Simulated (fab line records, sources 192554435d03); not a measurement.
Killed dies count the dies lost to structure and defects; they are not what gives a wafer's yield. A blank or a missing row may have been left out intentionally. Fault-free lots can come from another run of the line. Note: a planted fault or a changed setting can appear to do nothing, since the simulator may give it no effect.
Split-lot trial    flow n5-finfet    7 lots, 21 wafers read, on a route of 1938 steps

== THE SPLIT ITSELF ==
At N5_BEOL_M9_DEP_56 (deposits SiCN from 3MS/NH3, target thk 15 nm, time 26.5 s), the setting time-s was moved away from the recipe's 26.5 s on 7 of the 21 wafers read, by -14.9% to +8.9%. For the rest of the wafers, this setting stayed at what the recipe calls for.

The reading comes from the split's own step.

== THE READING ==
SiCN_of_BEOL_M9_DEP_56.thk-nm (the simulator's own value, which no gauge read), in nm, at N5_BEOL_M9_DEP_56 (deposits SiCN from 3MS/NH3, target thk 15 nm, time 26.5 s). The file does not state a usual value for it. The 14 wafers here that ran the recipe average 14.9 nm, standard deviation 0.23 nm.

wafer   tool, chamber at the split  time-s as run, s  against the recipe  SiCN_of_BEOL_M9_DEP_56.thk-nm, nm  against lot-mates on the recipe
L074.1  pecvd-03, 2                 28.86             +8.9%               16.4                               +1.2
L074.2  pecvd-03, 0                 28.86             +8.9%               16.2                               +1.0
L074.4  pecvd-03, 2                 26.5              recipe              15.2                               -
L075.2  pecvd-03, 0                 26.5              recipe              14.6                               -
L075.4  pecvd-03, 2                 26.5              recipe              14.8                               -
L075.6  pecvd-03, 1                 26.5              recipe              15                                 -
L082.2  pecvd-03, 1                 26.5              recipe              15                                 -
L082.3  pecvd-03, 0                 26.5              recipe              14.8                               -
L082.4  pecvd-03, 1                 26.5              recipe              15.2                               -
L085.2  pecvd-04, 2                 22.54             -14.9%              12.8                               -2.2
L085.4  pecvd-04, 0                 22.54             -14.9%              12.4                               -2.6
L085.5  pecvd-04, 1                 26.5              recipe              15                                 -
L088.2  pecvd-03, 0                 26.5              recipe              14.8                               -
L088.4  pecvd-03, 1                 26.5              recipe              15.2                               -
L088.6  pecvd-03, 0                 26.5              recipe              15                                 -
L091.1  pecvd-01, 2                 28.87             +8.9%               16                                 +1.6
L091.2  pecvd-01, 0                 26.5              recipe              14.4                               -
L091.6  pecvd-01, 2                 28.87             +8.9%               16.2                               +1.8
L097.2  pecvd-03, 1                 26.5              recipe              14.8                               -
L097.4  pecvd-03, 0                 26.5              recipe              15.2                               -
L097.5  pecvd-03, 1                 24.77             -6.5%               14.2                               -0.8

FIT RESULTS
A straight line over all 21 wafers: SiCN_of_BEOL_M9_DEP_56.thk-nm changes by +0.148 nm for each +1% of time-s; r = +0.97; the points scatter about the line by 0.23 nm.
The same after taking each lot's own level away (the mean of its wafers on the recipe; 21 wafers): +0.157 nm for each +1%; r = +0.98; scatter 0.21 nm.
On that fit, the largest move of time-s shifts the reading by 2.3 nm.
From 14.40 to 15.20 nm: that is the span of the lots' own levels, equal to 3.4 times the standard deviation above.
The two slopes are in agreement: the lot-to-lot level therefore moves the slope only a little.
Check: -2.41 nm against its lot-mates is what the line predicts for one of the wafers moved furthest among these (-14.9%) when that wafer is left out of the fit. Against them it came out at -2.2 nm.

== THESE WAFERS: OTHER SPLITS ==
Note: prior to the reading, these wafers also went through further splits. Each is held against what the fit with the lots' levels taken away leaves over:
other split on the same wafers  wafers away from the commonest value  r with SiCN_of_BEOL_M9_DEP_56.thk-nm (lot level and that fit taken away)
N5_BEOL_M7_COAT_63 spin-rpm     10                                    +0.11
N5_BEOL_M8_DESCUM_16 time-s     6                                     -0.03
N5_BEOL_M8_ETCH_61 bias-w       8                                     -0.06
N5_BEOL_M9_ETCH_61 source-w     5                                     -0.14
N5_BEOL_M9_COAT_22 spin-rpm     8                                     +0.22

== THE FILE'S OWN FIT ==
SiCN_of_BEOL_M9_DEP_56.thk-nm changes by +0.155 nm for each +1% of time-s, r = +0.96.
